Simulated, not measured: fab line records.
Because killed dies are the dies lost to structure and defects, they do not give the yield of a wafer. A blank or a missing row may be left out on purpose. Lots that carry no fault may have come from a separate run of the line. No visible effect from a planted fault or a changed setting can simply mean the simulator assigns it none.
Problem report in the 8D (eight disciplines) form, filled by code ; flow n5Finfet ; the parts of the form that need people (team, actions taken, sign-off) are left out

== 1. PROBLEM STATEMENT ==
At N5_BEOL_M7_ETCH_62, rfFwdPowerW averages 1041.2 W over 2 wafers from 2 lots, while fault-free wafers read 837.9 W, standard deviation 2.5. Measured from the usual mean, that is +81 standard deviations.
The step: etches SOC in N2/H2, target depth 110 nm, overetch 22 nm, time 165 s.
First observed at day 12 21:56: wafer L631.5, on rieDiel-03. The record holds 18 wafers of 6 lots with a number at this step. By rule, "out" or "out of limits" means more than 4 standard deviations away from the usual mean. The other wafers with a number count as sound.

== 2. WHAT IT IS; WHAT IT IS NOT ==
question;is;is not
which readings at this step;rfFwdPowerW, rfVppV;drypumpMotorCurrentA, oesProductAu, showerheadPlenumPTorr, throttleValvePct
which lots;L631, L633;L621, L622, L636, L642
which wafers of those lots;L631.5, L633.3;L631.1, L631.6, L633.1, L633.4
read on which tools;rieDiel-03;rieDiel-01, rieDiel-02
when;from day 12 21:56;"up to then (8 sound wafers); but 8 sound wafers of L633, L636, L642 came after"

== 3. SUSPECTS, AND WHAT RULES EACH OUT ==
Counting: any tool at a process step up to the reading remains a suspect provided it ran every lot that is out. Sound lots after the first of them don't rule it out here, since some wafers of a struck lot are sound.
- rieDiel-03 at N5_BEOL_M7_DESCUM_16 (chemistry O2, time 7.9 s): kept. It processed each lot that is out (first: L631, day 12 21:50); up to then, its last sound lot is L622 (day 10 05:06).
- rieDiel-03 at N5_BEOL_M7_ETCH_61 (etches SiARC in CF4, target depth 45.5 nm, time 75.8 s): kept. It processed each lot that is out (first: L631, day 12 21:52); up to then, its last sound lot is L622 (day 10 05:08).
- rieDiel-03 at N5_BEOL_M7_ETCH_62 (etches SOC in N2/H2, target depth 110 nm, overetch 22 nm, time 165 s): kept. It processed each lot that is out (first: L631, day 12 21:56); up to then, its last sound lot is L622 (day 10 05:11). On those wafers its own readings are out: rfFwdPowerW, rfVppV.
- Within rieDiel-03 at N5_BEOL_M7_DESCUM_16: the wafers that are out ran in chamber 3; their sound lot-mates ran in chambers 0, 1, 2.
- Within rieDiel-03 at N5_BEOL_M7_ETCH_61: the wafers that are out ran in chamber 3; their sound lot-mates ran in chambers 0, 1, 2.
- Within rieDiel-03 at N5_BEOL_M7_ETCH_62: the wafers that are out ran in chamber 3; their sound lot-mates ran in chambers 0, 1, 2.
Left after counting: rieDiel-03 at N5_BEOL_M7_DESCUM_16, rieDiel-03 at N5_BEOL_M7_ETCH_61, rieDiel-03 at N5_BEOL_M7_ETCH_62.

== 4. THE CAUSE (what the simulator had put in) ==
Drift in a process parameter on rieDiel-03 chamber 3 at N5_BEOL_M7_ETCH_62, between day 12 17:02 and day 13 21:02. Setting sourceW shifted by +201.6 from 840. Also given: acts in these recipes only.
This tool is one of the 3 suspects left after counting.

== 5. SEQUENCE OF EFFECTS, ordered by route ==
Each row: a reading whose mean over the struck wafers that have a number lies more than 3 standard deviations from the usual. Only readings whose record carries a usual standard deviation are examined. hours: median over the lots of the time between each lot's start at the first step of this table that gives one and its start at this step. sigmas: the change, counted in usual standard deviations.
hours;step;reading;usual;on struck wafers;change;sigmas
0;N5_BEOL_M7_ETCH_62;rfFwdPowerW;837.9 W;1041.2;+203.3;+81
0;N5_BEOL_M7_ETCH_62;rfVppV;524.4 V;485.5;-38.9;-16
It contains these process steps:
- N5_BEOL_M7_ETCH_62: etches SOC in N2/H2, target depth 110 nm, overetch 22 nm, time 165 s.

== 6. HOW IT WOULD HAVE BEEN CAUGHT EARLIER ==
5 hours passed between the start of the fault at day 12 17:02 and the first reading out of limits in this record, taken at day 12 21:56.
